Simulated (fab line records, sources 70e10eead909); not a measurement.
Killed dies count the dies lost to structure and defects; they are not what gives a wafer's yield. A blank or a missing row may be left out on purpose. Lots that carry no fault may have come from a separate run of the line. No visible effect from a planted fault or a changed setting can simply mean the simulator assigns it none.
Chamber matching :: flow nand harc :: NHARC_A_CONTACT_DESCUM_74 on rie diel-01: 4 sister chambers
The step chemistry O2, time 3 s. 18 wafers are shown with their chamber, then 9 later ones without.

## WAFERS WITH THEIR CHAMBER
wafer: L074.4
chamber: 3
drypump motor current A (A): 5.70
showerhead plenum p Torr (Torr): 1.83
throttle valve pct (%): 11.307

wafer: L074.5
chamber: 0
drypump motor current A (A): 5.41
showerhead plenum p Torr (Torr): 1.86
throttle valve pct (%): 11.307

wafer: L074.6
chamber: 3
drypump motor current A (A): 5.69
showerhead plenum p Torr (Torr): 1.83
throttle valve pct (%): 11.308

wafer: L074.1
chamber: 0
drypump motor current A (A): 5.42
showerhead plenum p Torr (Torr): 1.86
throttle valve pct (%): 11.326

wafer: L074.2
chamber: 2
drypump motor current A (A): 6.11
showerhead plenum p Torr (Torr): 1.82
throttle valve pct (%): 11.305

wafer: L074.3
chamber: 1
drypump motor current A (A): 6.08
showerhead plenum p Torr (Torr): 1.87
throttle valve pct (%): 11.311

wafer: L078.1
chamber: 3
drypump motor current A (A): 5.61
showerhead plenum p Torr (Torr): 1.83
throttle valve pct (%): 11.320

wafer: L078.3
chamber: 1
drypump motor current A (A): 6.08
showerhead plenum p Torr (Torr): 1.87
throttle valve pct (%): 11.320

wafer: L078.6
chamber: 3
drypump motor current A (A): 5.66
showerhead plenum p Torr (Torr): 1.83
throttle valve pct (%): 11.307

wafer: L081.1
chamber: 2
drypump motor current A (A): 6.13
showerhead plenum p Torr (Torr): 1.81
throttle valve pct (%): 11.306

wafer: L081.3
chamber: 0
drypump motor current A (A): 5.50
showerhead plenum p Torr (Torr): 1.85
throttle valve pct (%): 11.321

wafer: L081.5
chamber: 1
drypump motor current A (A): 6.08
showerhead plenum p Torr (Torr): 1.86
throttle valve pct (%): 11.307

wafer: L081.2
chamber: 1
drypump motor current A (A): 6.08
showerhead plenum p Torr (Torr): 1.86
throttle valve pct (%): 11.307

wafer: L081.4
chamber: 3
drypump motor current A (A): 5.69
showerhead plenum p Torr (Torr): 1.83
throttle valve pct (%): 11.304

wafer: L081.6
chamber: 0
drypump motor current A (A): 5.47
showerhead plenum p Torr (Torr): 1.85
throttle valve pct (%): 11.323

wafer: L083.1
chamber: 2
drypump motor current A (A): 6.11
showerhead plenum p Torr (Torr): 1.81
throttle valve pct (%): 11.305

wafer: L083.2
chamber: 1
drypump motor current A (A): 6.07
showerhead plenum p Torr (Torr): 1.86
throttle valve pct (%): 11.291

wafer: L083.4
chamber: 3
drypump motor current A (A): 5.69
showerhead plenum p Torr (Torr): 1.82
throttle valve pct (%): 11.308

SIGNATURES (means of the wafers above)
reading: drypump motor current A
chamber 0: 5.4500
chamber 1: 6.0780
chamber 2: 6.1167
chamber 3: 5.6733
scatter within a chamber: 0.0286

reading: showerhead plenum p Torr
chamber 0: 1.8550
chamber 1: 1.8640
chamber 2: 1.8133
chamber 3: 1.8283
scatter within a chamber: 0.00514

reading: throttle valve pct
chamber 0: 11.31925
chamber 1: 11.30720
chamber 2: 11.30533
chamber 3: 11.30900
scatter within a chamber: 0.00761
Rule: a wafer's distance from a chamber is the root of the sum, over the readings, of the square of ((its reading less the chamber's mean) divided by the reading's scatter). If the next closest chamber is less than 2 further off than the closest, the wafer can't be placed; otherwise it belongs to the closest. The scatter: the root of (the sum of the squares of (reading less its chamber's mean) over the shown wafers, divided by (wafers less chambers)).

## WAFERS WITHOUT THEIR CHAMBER
wafer: L082.2
drypump motor current A (A): 6.06
showerhead plenum p Torr (Torr): 1.86
throttle valve pct (%): 11.313

wafer: L082.4
drypump motor current A (A): 6.11
showerhead plenum p Torr (Torr): 1.81
throttle valve pct (%): 11.323

wafer: L082.5
drypump motor current A (A): 6.07
showerhead plenum p Torr (Torr): 1.86
throttle valve pct (%): 11.302

wafer: L088.3
drypump motor current A (A): 5.47
showerhead plenum p Torr (Torr): 1.84
throttle valve pct (%): 11.324

wafer: L088.5
drypump motor current A (A): 6.09
showerhead plenum p Torr (Torr): 1.85
throttle valve pct (%): 11.306

wafer: L088.6
drypump motor current A (A): 5.46
showerhead plenum p Torr (Torr): 1.84
throttle valve pct (%): 11.301

wafer: L095.1
drypump motor current A (A): 5.44
showerhead plenum p Torr (Torr): 1.84
throttle valve pct (%): 11.311

wafer: L095.3
drypump motor current A (A): 6.09
showerhead plenum p Torr (Torr): 1.79
throttle valve pct (%): 11.308

wafer: L095.6
drypump motor current A (A): 5.66
showerhead plenum p Torr (Torr): 1.81
throttle valve pct (%): 11.299

## EACH ONE'S CHAMBER
wafer: L082.2
from the rows above: 1
in truth: 1

wafer: L082.4
from the rows above: 2
in truth: 2

wafer: L082.5
from the rows above: 1
in truth: 1

wafer: L088.3
from the rows above: 0
in truth: 0

wafer: L088.5
from the rows above: 1
in truth: 1

wafer: L088.6
from the rows above: 0
in truth: 0

wafer: L095.1
from the rows above: 0
in truth: 0

wafer: L095.3
from the rows above: 2
in truth: 2

wafer: L095.6
from the rows above: 3
in truth: 3
Correct placement for 9 of the 9. Can't be placed from these rows: 0. Number placed wrongly: 0.
